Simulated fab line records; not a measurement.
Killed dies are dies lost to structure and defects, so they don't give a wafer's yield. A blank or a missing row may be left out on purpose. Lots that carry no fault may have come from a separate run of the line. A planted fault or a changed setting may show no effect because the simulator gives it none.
Matching of chambers / flow nandHarc / NHARC_A_WL_FILL_ALD_02 on aldMetal-01: 4 sister chambers
The step deposits TiN, target thk 2 nm, pulse time 3 s, ald cycles 100. 4 wafers are shown with their chamber, then 7 later ones without.

== EACH WAFER AND ITS CHAMBER ==
wafer=L511.2; chamber=0; heaterPowerW (W)=1281
wafer=L511.6; chamber=2; heaterPowerW (W)=1029
wafer=L515.2; chamber=1; heaterPowerW (W)=1202
wafer=L515.3; chamber=3; heaterPowerW (W)=1075

== WAFERS WHOSE CHAMBER IS MISSING ==
wafer=L515.4; heaterPowerW (W)=1285
wafer=L516.3; heaterPowerW (W)=1062
wafer=L516.4; heaterPowerW (W)=1192
wafer=L516.6; heaterPowerW (W)=1016
wafer=L522.2; heaterPowerW (W)=1207
wafer=L522.3; heaterPowerW (W)=1067
wafer=L522.5; heaterPowerW (W)=1203

== WHICH CHAMBER EACH ONE RAN IN ==
wafer=L515.4; from the rows above=0; in truth=0
wafer=L516.3; from the rows above=3; in truth=3
wafer=L516.4; from the rows above=1; in truth=1
wafer=L516.6; from the rows above=2; in truth=2
wafer=L522.2; from the rows above=1; in truth=1
wafer=L522.3; from the rows above=3; in truth=3
wafer=L522.5; from the rows above=1; in truth=1
Correctly placed: 7 of 7. Number that these rows cannot place: 0. Placed wrongly: 0.
How it was worked out, from the rows above alone: a wafer's distance from a chamber is the root of the sum, over the readings, of the square of ((its reading less the chamber's mean) divided by the reading's scatter). The wafer belongs to the nearest chamber; if the next one is less than 2 further off, it can't be placed. Each chamber's mean is taken over the wafers shown for it. The scatter (one wafer shown for each chamber): square how far every hidden wafer sits from the nearest shown wafer, average those squares and take the square root.
